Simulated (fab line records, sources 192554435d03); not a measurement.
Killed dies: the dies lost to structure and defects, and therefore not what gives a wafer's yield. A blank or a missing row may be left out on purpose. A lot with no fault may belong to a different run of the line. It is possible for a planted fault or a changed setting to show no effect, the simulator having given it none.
What tool caused it?    flow n5Finfet    8 lots with 24 wafers sampled at 7 steps, on a route of 1938 steps

== WHAT THE GAUGES READ, wafer by wafer ==
N5_DUMMY_GATE_CD_MEAS_50: the cd target is 14 nm. Usual: 14.0 nm for cdNm, sd 0.33.
lot   measured     on        cdNm (nm)       flag
L278  day 4 19:36  cdSem-03  14.4 13.5 14.1  
L281  day 5 16:32  cdSem-02  14.3 13.9 14.6  
L282  day 5 22:59  cdSem-03  13.8 13.9 14.2  
L284  day 6 07:30  cdSem-01  - - -           OFF
L285  day 6 11:14  cdSem-03  - - -           OFF
L286  day 6 16:58  cdSem-01  - - -           OFF
L287  day 6 21:11  cdSem-01  13.7 13.6 13.6  
L294  day 8 19:02  cdSem-01  13.5 14.4 14.1  

N5_BEOL_M4_RC_MEAS_101. Usual: DIBL_N 35.9 mV/V, standard deviation 1.4; DIBL_P 35.9 mV/V, standard deviation 1.7; IOFF_N 0.155 nA/um, standard deviation 0.023; IOFF_P 0.201 nA/um, standard deviation 0.029; ION_N 672 uA/um, standard deviation 8.8; ION_P 460 uA/um, standard deviation 7; SS_N 71.6 mV/dec, standard deviation 0.48; SS_P 73.1 mV/dec, standard deviation 0.64; VT_N 250.0 mV, standard deviation 3; VT_P -251.6 mV, standard deviation 3.
lot   measured      on         DIBL_N (mV/V)   DIBL_P (mV/V)   IOFF_N (nA/um)     IOFF_P (nA/um)     ION_N (uA/um)  ION_P (uA/um)  SS_N (mV/dec)   SS_P (mV/dec)   VT_N (mV)          VT_P (mV)             flag
L278  day 10 00:45  prober-02  33.8 35.1 34.4  33.6 34.5 34.1  0.126 0.141 0.131  0.147 0.155 0.148  669 669 665    453 443 448    70.9 71.8 70.8  72.7 72.7 72.1  251.1 251.5 252.5  -256.9 -256.8 -256.1  
L281  day 11 03:59  prober-01  34.5 37.0 35.2  35.1 37.8 35.1  0.126 0.169 0.134  0.184 0.221 0.179  654 685 661    457 474 460    71.1 71.7 70.8  72.0 73.6 72.5  255.7 249.0 250.9  -250.0 -250.5 -252.3  
L282  day 11 08:32  prober-01  33.6 34.7 33.2  36.2 37.1 35.7  0.151 0.157 0.140  0.208 0.220 0.197  674 673 665    467 465 463    71.8 71.6 71.6  72.9 74.4 73.1  248.0 249.8 250.3  -249.2 -249.0 -251.5  
L287  day 12 05:29  prober-01  38.6 39.0 37.4  36.4 37.3 35.3  0.165 0.177 0.144  0.210 0.217 0.196  677 675 675    464 457 458    71.7 71.8 71.4  73.7 74.6 73.4  249.1 250.3 247.9  -251.6 -251.7 -251.1  
L294  day 13 23:38  prober-02  35.6 34.9 33.5  34.0 34.2 32.8  0.141 0.131 0.113  0.186 0.198 0.168  649 668 654    448 462 454    71.7 71.1 71.0  72.6 73.4 72.6  255.4 250.9 256.9  -253.7 -251.9 -252.6  

== WHAT TOOL EACH LOT RAN ON (gives the tool, then ch and the chambers of the sampled wafers, and finally the start) ==
lot   N5_FIN_CUT_STRIP_24               N5_STI_FIN_REVEAL_CMP_04      N5_STI_FIN_REVEAL_RECESS_09       N5_DUMMY_GATE_ETCH_36             N5_DUMMY_GATE_ETCH_37
L278  rieDiel-04 ch 0,1,3, day 3 21:38  cmp-01 ch 2,3, day 4 05:55    vaporEtch-01 ch 0,1, day 4 06:53  rieDiel-03 ch 1,2,3, day 4 19:20  rieDiel-03 ch 1,2,3, day 4 19:22
L281  rieDiel-03 ch 1,2,3, day 4 17:02  cmp-04 ch 0,1,3, day 4 22:48  vaporEtch-01 ch 0,1, day 4 23:40  rieDiel-01 ch 1,2, day 5 16:16    rieDiel-01 ch 1,2, day 5 16:19
L282  rieDiel-04 ch 0,2, day 5 01:02    cmp-02 ch 2,3, day 5 10:17    vaporEtch-02 ch 0,1, day 5 11:04  rieDiel-04 ch 0,1,2, day 5 22:43  rieDiel-04 ch 0,1,2, day 5 22:46
L284  rieDiel-03 ch 0,3, day 5 11:46    cmp-01 ch 0,1,2, day 5 17:29  vaporEtch-02 ch 0,1, day 5 18:16  rieDiel-01 ch 2,3, day 6 07:04    rieDiel-01 ch 2,3, day 6 07:06
L285  rieDiel-01 ch 1,3, day 5 15:35    cmp-04 ch 1,2,3, day 5 21:41  vaporEtch-01 ch 0,1, day 5 22:25  rieDiel-04 ch 1,3, day 6 10:47    rieDiel-04 ch 1,3, day 6 10:49
L286  rieDiel-04 ch 0,1,3, day 5 21:28  cmp-04 ch 0,1,2, day 6 03:10  vaporEtch-01 ch 0, day 6 03:59    rieDiel-04 ch 0,3, day 6 16:34    rieDiel-04 ch 0,3, day 6 16:37
L287  rieDiel-04 ch 0,1,3, day 6 02:42  cmp-01 ch 1,2, day 6 08:22    vaporEtch-01 ch 0,1, day 6 09:39  rieDiel-04 ch 1,3, day 6 20:55    rieDiel-04 ch 1,3, day 6 20:57
L294  rieDiel-04 ch 1,2,3, day 7 22:33  cmp-04 ch 1,2,3, day 8 04:13  vaporEtch-02 ch 0,1, day 8 05:04  rieDiel-03 ch 2,3, day 8 18:46    rieDiel-03 ch 2,3, day 8 18:48
- N5_FIN_CUT_STRIP_24: strips in CF4.
- N5_STI_FIN_REVEAL_CMP_04: polishes, stops on Si3N4, t overpolish 4 s, target thk 131.83 nm.
- N5_STI_FIN_REVEAL_RECESS_09: chemistry HF/NH3, target SiO2, afs cycles 11, target depth 42.5 nm, sublimation time 60 s.
- N5_DUMMY_GATE_ETCH_36: etches SiARC in CF4, target depth 13 nm.
- N5_DUMMY_GATE_ETCH_37: etches SOC in N2/H2, target depth 60 nm, overetch 30 nm.

== AS READ BY THE TOOLS THEMSELVES (means over the sampled wafers that have a number; for cases with no such wafer, the mark the record gives instead) ==
N5_FIN_CUT_STRIP_24. Usual: biasPowerW 75.02 W (standard deviation 0.24); drypumpMotorCurrentA 5.9 A (standard deviation 0.57); oesProductAu 0.74 a.u. (standard deviation 0.065); powerW 300.1 W (standard deviation 0.99); rfVppV 271.1 V (standard deviation 1.7); showerheadPlenumPTorr 1.80 Torr (standard deviation 0.063); throttleValvePct 13.66 % (standard deviation 0.19).
lot   tool        biasPowerW (W)  drypumpMotorCurrentA (A)  oesProductAu (a.u.)  powerW (W)  rfVppV (V)  showerheadPlenumPTorr (Torr)  throttleValvePct (%)  flag
L278  rieDiel-04  74.95           5.9                       0.73                 300.1       271.4       1.81                          13.66                 
L281  rieDiel-03  75.16           6.0                       0.73                 299.9       270.2       1.79                          13.68                 
L282  rieDiel-04  74.91           5.9                       0.73                 299.6       272.1       1.81                          13.75                 
L284  rieDiel-03  74.93           6.0                       0.71                 300.0       268.6       1.71                          13.63                 
L285  rieDiel-01  74.86           5.2                       0.72                 300.5       270.4       1.81                          13.74                 
L286  rieDiel-04  75.22           5.8                       0.72                 300.0       271.8       1.81                          13.70                 
L287  rieDiel-04  75.05           5.8                       0.72                 300.2       271.3       1.81                          13.69                 
L294  rieDiel-04  75.21           6.1                       0.78                 300.7       270.4       1.77                          13.57                 

N5_STI_FIN_REVEAL_CMP_04. Usual: motorCurrentA 7.8 A, standard deviation 0.84; overpolishRunS 4.000 s, standard deviation 0.0091; timeToEndpointS 104 s, standard deviation 3.8.
lot   tool    motorCurrentA (A)  overpolishRunS (s)  timeToEndpointS (s)  flag
L278  cmp-01  7.5                4.005               96                   
L281  cmp-04  8.1                3.995               106                  
L282  cmp-02  9.0                3.999               106                  
L284  cmp-01  7.3                3.995               107                  
L285  cmp-04  8.1                3.993               105                  
L286  cmp-04  8.1                3.993               101                  
L287  cmp-01  6.9                4.008               105                  
L294  cmp-04  7.9                4.002               105                  

N5_STI_FIN_REVEAL_RECESS_09. Usual: drypumpMotorCurrentA 5.8 A, standard deviation 0.51; tempC 30.02 C, standard deviation 0.12.
lot   tool          drypumpMotorCurrentA (A)  tempC (C)  flag
L278  vaporEtch-01  6.1                       29.98      
L281  vaporEtch-01  6.1                       30.01      
L282  vaporEtch-02  5.5                       29.98      
L284  vaporEtch-02  5.9                       29.94      
L285  vaporEtch-01  6.0                       30.11      
L286  vaporEtch-01  6.1                       29.94      
L287  vaporEtch-01  6.1                       30.13      
L294  vaporEtch-02  5.4                       29.98      

N5_DUMMY_GATE_ETCH_36. Usual: biasW 36.00 W, standard deviation 0.12; cf4FlowSccm 100.06 sccm, standard deviation 0.29; drypumpMotorCurrentA 5.8 A, standard deviation 0.62; mfcArSccm 99.96 sccm, standard deviation 0.29; oesProductAu 0.75 a.u., standard deviation 0.082; rfVppV 184.1 V, standard deviation 1.2; showerheadPlenumPTorr 2.14 Torr, standard deviation 0.079; throttleValvePct 15.65 %, standard deviation 0.21.
lot   tool        biasW (W)  cf4FlowSccm (sccm)  drypumpMotorCurrentA (A)  mfcArSccm (sccm)  oesProductAu (a.u.)  rfVppV (V)  showerheadPlenumPTorr (Torr)  throttleValvePct (%)  flag
L278  rieDiel-03  36.14      99.92               6.0                       99.88             0.73                 184.3       2.14                          15.70                 
L281  rieDiel-01  35.94      100.10              5.3                       100.07            0.69                 183.6       2.17                          15.96                 
L282  rieDiel-04  36.06      99.94               5.6                       100.20            0.73                 185.2       2.18                          15.80                 
L284  rieDiel-01  -          -                   -                         -                 -                    -           -                             -                     OFF
L285  rieDiel-04  -          -                   -                         -                 -                    -           -                             -                     OFF
L286  rieDiel-04  -          -                   -                         -                 -                    -           -                             -                     OFF
L287  rieDiel-04  35.91      99.89               5.9                       99.69             0.69                 184.1       2.15                          15.79                 
L294  rieDiel-03  36.01      100.20              5.8                       99.90             0.80                 184.4       2.18                          15.59                 

N5_DUMMY_GATE_ETCH_37. Usual: biasW 150.0 W, standard deviation 0.46; chamberPressureMTorr 30.00 mTorr, standard deviation 0.044; drypumpMotorCurrentA 5.8 A, standard deviation 0.63; oesProductAu 0.60 a.u., standard deviation 0.061; rfVppV 523.6 V, standard deviation 2.9; showerheadPlenumPTorr 2.54 Torr, standard deviation 0.1; tempC 40.02 C, standard deviation 0.13; throttleValvePct 17.83 %, standard deviation 0.23.
lot   tool        biasW (W)  chamberPressureMTorr (mTorr)  drypumpMotorCurrentA (A)  oesProductAu (a.u.)  rfVppV (V)  showerheadPlenumPTorr (Torr)  tempC (C)  throttleValvePct (%)  flag
L278  rieDiel-03  150.3      30.00                         6.0                       0.58                 523.1       2.53                          40.06      17.89                 
L281  rieDiel-01  150.4      29.99                         5.3                       0.55                 525.1       2.58                          39.80      18.16                 
L282  rieDiel-04  150.0      30.00                         5.6                       0.58                 525.3       2.59                          39.89      17.98                 
L284  rieDiel-01  149.8      30.01                         6.5                       0.27                 523.0       2.49                          39.96      17.95                 OFF
L285  rieDiel-04  150.5      30.02                         6.3                       0.26                 522.2       2.48                          39.97      17.64                 OFF
L286  rieDiel-04  149.9      30.01                         6.3                       0.27                 522.3       2.50                          39.98      17.66                 OFF
L287  rieDiel-04  149.5      30.00                         5.9                       0.55                 524.1       2.54                          40.12      17.84                 
L294  rieDiel-03  149.8      30.03                         5.8                       0.63                 524.9       2.58                          40.10      17.85                 

== THE ANSWER, worked out from the rows above alone ==
Rule: a lot counts as off when the mean over its wafers that have a number is more than 3 standard deviations away from the usual mean. A lot without any number at a reading at which 4 lots or more have one is off too. Where the step has rows for the other lots, those lots are counted as sound. First the gauges in route order, then the tools' own readings, where a lot's mean is used as printed above. The first step at which some lot is off is used, and at that step the reading that is off furthest; a lot without a number counts as furthest.
Off: L284, L285, L286, at N5_DUMMY_GATE_CD_MEAS_50 (cdNm). Without a number there: L284, L285, L286.
If a tool, at a process step before that reading, ran all the lots that are off and no sound lot after the first of them, it fits. Not tried: the gauges at N5_DUMMY_GATE_CD_MEAS_50; whatever is off there is also off at N5_DUMMY_GATE_ETCH_36, on other tools, and gauge error can't account for it. Of those tried, none fits.

== WHAT THE SIMULATOR HAD PUT IN ==
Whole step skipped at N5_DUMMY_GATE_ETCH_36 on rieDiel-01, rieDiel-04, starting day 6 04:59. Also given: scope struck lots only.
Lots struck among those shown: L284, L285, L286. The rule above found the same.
